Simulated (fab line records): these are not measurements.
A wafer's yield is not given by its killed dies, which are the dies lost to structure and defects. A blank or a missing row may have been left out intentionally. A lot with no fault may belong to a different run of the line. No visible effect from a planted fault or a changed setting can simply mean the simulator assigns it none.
fab line records ; flow n5-finfet
[record] lots = 6; wafers = 16; last-day = 20
route steps=1938 shown HKMG_FIN@416 PASSIVATION@1936
lots untouched by any fault: they come from a run of this same line in which no faults occurred
start-h: hours from the record's opening day to when the first of the lot's shown wafers began ; wait-h: how many hours have passed since the lot's step before this one ; " identical to the entry in the row above ; L1.1+2: several wafers, shown together as one row ; - value missing, or start not given ; * or withheld: withheld ; < > ~ a bound
route shown NAME@n: names a module that has steps shown in the file, with the first one's number in the route ; usual: mean and standard deviation over wafers with no fault ; same: alike in all rows ; chamber/n: place in a boat ; sites: readings site by site ; _std_site: the standard deviation of these ; _edge_site: inner sites' mean taken away from outer sites' mean ; radius-mm: for every site, how far away it sits from the centre of the wafer ; mask NAME#n: copy n ; behind: the tool/chamber that last shaped the wafer ; hold: why the lot went on hold/how many hours it stayed there/how the hold came to an end ; device: whichever transistor did not switch (one of n, p or np) ; end of line: tests run on the same wafers once the route is complete ; step lacking rows: just its recipe ; killed: the dies lost at the first sort to structure and to defects; this is not the yield of the wafer ; map: the dies of a wafer, with x for killed, . for not killed, _ for no die there
set.NAME: setting as actually run; set.NAME@STEP: the setting as run at that earlier step ; model.NAME: the simulator's own value behind a step, which no gauge read
certain route steps with their lots: each step a table, each wafer a row
services: from which hour (start-h, from the record's first day; less than 0 if before it) a tool's chamber was out of use, for how many hours, and why
[[steps]]
[step N5_HKMG_FIN_WET_ETCH_65]
[recipe] chemistry = TMAH; temp-c = 70; conc-wt-pct = 5; target = a-Si; stop-on = TiN; time-s = 49; target-depth-nm = 3
[step N5_HKMG_FIN_WET_ETCH_81]
[recipe] chemistry = SC1; target = TiN; stop-on = HfO2; mix = 1:1:5; temp-c = 60; time-s = 57; target-depth-nm = 6
[step N5_HKMG_FIN_WET_ETCH_82]
[recipe] chemistry = dHCl; mix = 1:10000; temp-c = 25; target = La2O3; stop-on = HfO2; target-depth-nm = 2; dry = ipa-marangoni; rinse-time-s = 30; rinse-temp-c = 23
[step N5_HKMG_FIN_ALD_36]
[recipe] material = TiN; target-thk-a = 10; temp-c = 400; ald-precursor-family = TiCl4; ald-co-reactant = NH3; pulse-time-s = 1; purge-time-s = 3; co-reactant-purge-time-s = 2; co-reactant-pulse-time-s = 2; ald-cycles = 47; pressure-torr = 3
[usual] heater-power-w = 885/84; precursor-pulse-height-rel = 0.998/0.019
[same] co-reactant-pulse-time-s = 2
lot.wafer;tool;chamber;start-h;wait-h;heater-power-w;precursor-pulse-height-rel
L781.2;ald-metal-04;1;96.73;0.0;997;0.989
L781.3;ald-metal-04;3;96.73;0.0;862;0.992
L781.6;ald-metal-04;0;96.73;0.0;732;0.984
L782.2;ald-metal-01;0;97.12;0.0;906;0.986
L782.4;ald-metal-01;0;97.12;0.0;902;0.983
L782.5;ald-metal-01;3;97.12;0.0;814;0.991
L793.3;ald-metal-04;1;166.78;0.0;1001;1.000
L793.4;ald-metal-04;0;166.78;0.0;741;1.004
L794.2;ald-metal-01;0;169.85;0.0;903;1.002
L794.4;ald-metal-01;0;169.85;0.0;896;1.039
L794.6;ald-metal-01;3;169.85;0.0;809;0.977
L797.1;ald-metal-04;1;186.31;0.0;1002;0.999
L797.2;ald-metal-04;0;186.31;0.0;742;1.005
L799.1;ald-metal-03;3;196.79;0.0;914;1.034
L799.3;ald-metal-03;0;196.79;0.0;826;0.995
L799.6;ald-metal-03;1;196.79;0.0;842;0.964
[step N5_HKMG_FIN_THK_MEAS_70]
[recipe] thk-meas-gauge = xrf; reads = HfO2_of_HKMG_FIN_HK_ALD_01
[usual] HK_THK = 1.621/0.021
lot.wafer;tool;chamber;start-h;wait-h;HK_THK[nm]
L781.2;film-metro-02;-;97.01;0.2;1.621
L781.3;film-metro-02;-;97.01;0.2;1.640
L781.6;film-metro-02;-;97.01;0.2;1.643
L782.2;film-metro-01;-;97.40;0.2;1.627
L782.4;film-metro-01;-;97.40;0.2;1.610
L782.5;film-metro-01;-;97.40;0.2;1.624
L793.3;film-metro-02;-;167.07;0.2;1.562
L793.4;film-metro-02;-;167.07;0.2;1.613
L794.2;film-metro-02;-;170.15;0.2;1.626
L794.4;film-metro-02;-;170.15;0.2;1.600
L794.6;film-metro-02;-;170.15;0.2;1.605
L797.1;film-metro-01;-;186.59;0.2;1.648
L797.2;film-metro-01;-;186.59;0.2;1.640
L799.1;film-metro-02;-;197.07;0.2;1.594
L799.3;film-metro-02;-;197.07;0.2;1.598
L799.6;film-metro-02;-;197.07;0.2;1.607
[step N5_HKMG_FIN_PWFM_ALD_03]
[recipe] material = TiN; target-thk-a = 20; temp-c = 400; ald-precursor-family = TiCl4; ald-co-reactant = NH3; pulse-time-s = 1; purge-time-s = 3; co-reactant-purge-time-s = 2; co-reactant-pulse-time-s = 2; ald-cycles = 91; pressure-torr = 3
[usual] heater-power-w = 889/76; precursor-pulse-height-rel = 1.003/0.02
[same] co-reactant-pulse-time-s = 2
lot.wafer;tool;chamber;start-h;wait-h;heater-power-w;precursor-pulse-height-rel
L781.2;ald-metal-03;3;97.04;0.0;906;1.032
L781.3;ald-metal-03;2;97.04;0.0;1015;1.010
L781.6;ald-metal-03;1;97.04;0.0;868;1.041
L782.2;ald-metal-04;1;97.44;0.0;961;0.984
L782.4;ald-metal-04;2;97.44;0.0;932;0.990
L782.5;ald-metal-04;1;97.44;0.0;1025;1.019
L793.3;ald-metal-03;3;167.10;0.0;893;1.014
L793.4;ald-metal-03;0;167.10;0.0;837;1.010
L794.2;ald-metal-03;1;170.18;0.0;846;0.998
L794.4;ald-metal-03;3;170.18;0.0;913;0.996
L794.6;ald-metal-03;0;170.18;0.0;848;1.041
L797.1;ald-metal-03;0;186.63;0.0;813;1.007
L797.2;ald-metal-03;1;186.63;0.0;831;0.987
L799.1;ald-metal-04;2;197.11;0.0;932;1.016
L799.3;ald-metal-04;1;197.11;0.0;996;0.984
L799.6;ald-metal-04;1;197.11;0.0;998;1.014
[step N5_HKMG_FIN_COAT_29]
[recipe] resist = SOC; temp-c = 250; time-s = 60; spin-rpm = 1500; resist-thk-nm = 300
[step N5_HKMG_FIN_COAT_30]
[recipe] resist = SiARC; temp-c = 220; time-s = 60; spin-rpm = 1500; resist-thk-nm = 35
[step N5_HKMG_FIN_COAT_06]
[recipe] resist = CAR-ArF; spin-rpm = 1500; resist-thk-nm = 90
[step N5_HKMG_FIN_EBR_08]
[recipe] solvent = PGMEA; ebr-width-mm = 1.5
[step N5_HKMG_FIN_SOFTBAKE_07]
[recipe] temp-c = 110; time-s = 60; resist = CAR-ArF
[step N5_HKMG_FIN_EXPOSE_09]
[recipe] mask-id = NWFM; na = 1.35; source-shape = conventional; sigma-outer = 0.8; polarization = unpolarized; dose-mj = 39.25
[step N5_HKMG_FIN_PEB_10]
[recipe] peb-temp-c = withheld; peb-time-s = 60; resist = CAR-ArF
lot.wafer;tool;chamber;start-h;wait-h
L781.2+3+6;litho-track-01;0;97.69;0.0
L782.2+4+5;litho-track-01;0;98.21;0.0
L793.3+4;litho-track-04;0;167.87;0.0
L794.2+4+6;litho-track-04;0;170.97;0.0
L797.1+2;litho-track-01;0;187.40;0.1
L799.1+3+6;litho-track-02;0;197.75;0.1
[step N5_HKMG_FIN_DEVELOP_11]
[recipe] develop-time-s = 30; developer = TMAH; resist = CAR-ArF; dev-temp-c = 23; rinse-liquid = diw; dry = air-spin
[step N5_HKMG_FIN_CD_MEAS_12]
[recipe] target-cd-nm = 92.8; landing-energy-ev = 500; detector = se-inlens
[usual] cd-nm = 92.7/0.66
lot.wafer;tool;chamber;start-h;wait-h;cd-nm
L781.2;cd-sem-03;0;97.76;-;84.7
L781.3;cd-sem-03;0;97.76;-;84.1
L781.6;cd-sem-03;0;97.76;-;84.5
L782.2;cd-sem-01;0;98.28;-;85.0
L782.4;cd-sem-01;0;98.28;-;84.0
L782.5;cd-sem-01;0;98.28;-;83.8
L793.3;cd-sem-02;0;167.94;-;93.6
L793.4;cd-sem-02;0;167.94;-;93.5
L794.2;cd-sem-03;0;171.04;-;93.8
L794.4;cd-sem-03;0;171.04;-;94.7
L794.6;cd-sem-03;0;171.04;-;93.5
L797.1;cd-sem-03;0;187.46;-;93.0
L797.2;cd-sem-03;0;187.46;-;92.8
L799.1;cd-sem-02;0;197.82;-;91.1
L799.3;cd-sem-02;0;197.82;-;92.6
L799.6;cd-sem-02;0;197.82;-;92.1
[step N5_HKMG_FIN_OVL_MEAS_13]
[recipe] points-per-wafer = 44
[usual] NWFM_OVL = -0.1/0.71
lot.wafer;tool;chamber;start-h;wait-h;NWFM_OVL[nm]
L781.2;overlay-02;0;97.79;0.0;0.4
L781.3;overlay-02;0;97.79;0.0;0.1
L781.6;overlay-02;0;97.79;0.0;-0.3
L782.2;overlay-02;0;98.31;0.0;1.6
L782.4;overlay-02;0;98.31;0.0;1.2
L782.5;overlay-02;0;98.31;0.0;0.1
L793.3;overlay-02;0;167.97;0.0;-0.3
L793.4;overlay-02;0;167.97;0.0;0.3
L794.2;overlay-02;0;171.07;0.0;0.2
L794.4;overlay-02;0;171.07;0.0;0.7
L794.6;overlay-02;0;171.07;0.0;1.5
L797.1;overlay-02;0;187.49;0.0;0.1
L797.2;overlay-02;0;187.49;0.0;-0.1
L799.1;overlay-02;0;197.85;0.0;-1.0
L799.3;overlay-02;0;197.85;0.0;-0.8
L799.6;overlay-02;0;197.85;0.0;-0.4
[step N5_PASSIVATION_PROBE_49]
[usual] killed_at_M0_to_M3 = 36/10; killed_at_M4_up = 14/5.2; killed-at-contacts = 12/6; killed-at-front-end = 37/10; killed-at-other = 4/3.3; killed-dies = 104/18; killed-open = 68/14; killed-short = 34/7.4
[same] gross-dies = 1180; killed-at-back-side = 0
lot.wafer;tool;chamber;start-h;wait-h;killed_at_M0_to_M3;killed_at_M4_up;killed-at-contacts;killed-at-front-end;killed-at-other;killed-dies;killed-open;killed-short
L782.4;prober-02;-;332.06;0.2;25;19;11;31;2;88;65;21
L782.5;prober-02;-;332.11;0.2;46;16;9;44;3;118;62;52
L781.2;prober-01;-;337.25;0.1;37;11;9;35;1;93;55;37
L781.6;prober-01;-;337.45;0.3;29;15;5;33;8;90;55;27
L793.3;prober-01;-;399.16;0.1;51;11;11;31;4;108;68;40
L793.4;prober-01;-;399.21;0.2;42;14;2;28;14;100;58;33
L797.1;prober-01;-;439.05;0.0;41;16;4;36;3;100;61;39
L797.2;prober-01;-;439.10;0.1;24;8;7;44;9;92;49;38
// killed by level:class
L782.4 MOL_CONTACT_COAG:geometric-particle:open=11 DUMMY_GATE:geometric-particle:open=9 BEOL_M0_SAQP:geometric-particle:open=8 BEOL_M3:geometric-particle:open=8 FIN_SAQP:geometric-particle:open=5 BEOL_M0_SAQP:geometric-particle:short=5 BEOL_M4:geometric-particle:short=5 BEOL_M4:geometric-particle:open=5
L782.5 BEOL_M0_SAQP:geometric-particle:short=19 BEOL_M0_SAQP:geometric-particle:open=14 ILD0:geometric-particle:open=10 FIN_SAQP:geometric-particle:short=9 BEOL_M4:geometric-particle:open=7 BEOL_M2:geometric-particle:open=6 MOL_CONTACT_COAG:geometric-particle:open=5 MOL_CONTACT_COAG:geometric-particle:short=4
L781.2 FIN_SAQP:geometric-particle:short=12 BEOL_M1:geometric-particle:open=11 MOL_CONTACT_COAG:geometric-particle:open=7 STI_FIN_REVEAL:geometric-particle:open=6 BEOL_M2:geometric-particle:open=6 BEOL_M4:geometric-particle:open=6 BEOL_M0_SAQP:geometric-particle:short=5 FIN_SAQP:geometric-particle:open=4
L781.6 BEOL_M1:geometric-particle:open=10 STI_FIN_REVEAL:geometric-particle:open=8 FIN_SAQP:geometric-particle:open=7 MOL_CONTACT_COAG:geometric-particle:open=5 BEOL_M1:geometric-particle:short=5 PASSIVATION:area-etch=5 BEOL_M2:geometric-particle:open=4 BEOL_M4:geometric-particle:open=4
L793.3 BEOL_M0_SAQP:geometric-particle:open=18 BEOL_M0_SAQP:geometric-particle:short=16 FIN_SAQP:geometric-particle:open=10 FIN_SAQP:geometric-particle:short=9 MOL_CONTACT_COAG:geometric-particle:open=9 BEOL_M3:geometric-particle:open=6 STI_FIN_REVEAL:geometric-particle:open=4 BEOL_M1:geometric-particle:open=4
L793.4 BEOL_M0_SAQP:geometric-particle:open=9 PASSIVATION:area-etch=9 BEOL_M0_SAQP:geometric-particle:short=8 FIN_SAQP:geometric-particle:open=7 FIN_SAQP:geometric-particle:short=6 BEOL_M3:geometric-particle:open=6 BEOL_M4:geometric-particle:open=6 BEOL_M0:geometric-particle:open=5
L797.1 DUMMY_GATE:geometric-particle:open=9 BEOL_M3:geometric-particle:open=9 STI_FIN_REVEAL:geometric-particle:open=8 BEOL_M0_SAQP:geometric-particle:short=8 BEOL_M0_SAQP:geometric-particle:open=6 FIN_SAQP:geometric-particle:short=5 BEOL_M1:geometric-particle:open=5 BEOL_M3:geometric-particle:short=5
L797.2 FIN_SAQP:geometric-particle:short=12 BEOL_M3:geometric-particle:open=9 DUMMY_GATE:geometric-particle:open=7 MOL_CONTACT_COAG:geometric-particle:open=6 STI_FIN_REVEAL:geometric-particle:open=5 BEOL_M0_SAQP:geometric-particle:short=5 STARTING-WAFER:geometric-particle:short=5 PASSIVATION:area-etch=5
[[services]]
tool;chamber;start-h;hours;kind
ald-metal-01;1;94.84;24.8;repair
ald-metal-04;2;111.80;4.2;repair
ald-metal-01;2;157.06;20.6;repair
ald-metal-04;-;187.06;0.8;repair
[[key]]
[first-sign] step = N5_HKMG_FIN_CD_MEAS_12; reading = cd-nm; direction = down; sigmas = 13; usual = 92.7; struck = 84.4
effect none on later readings
met-at N5_HKMG_FIN_PEB_10
struck-wafers L781.2,L781.3,L781.6,L782.2,L782.4,L782.5
tester-left-out L781,L782
[fault] kind = process-parameter-drift; tool = litho-track-01; chamber = -; onset-h = 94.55; steps = N5_HKMG_FIN_PEB_10; channel = peb-temp-c; offset = withheld; shape = step; end-h = 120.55; acts-in = *
// tester-left-out: of these lots the tester's yield and bins aren't shown, on N5 and GAA mostly nor the transistor test; their killed dies are dies lost to structure and defects alone, not to doping, threshold or leakage, so they don't give the yield
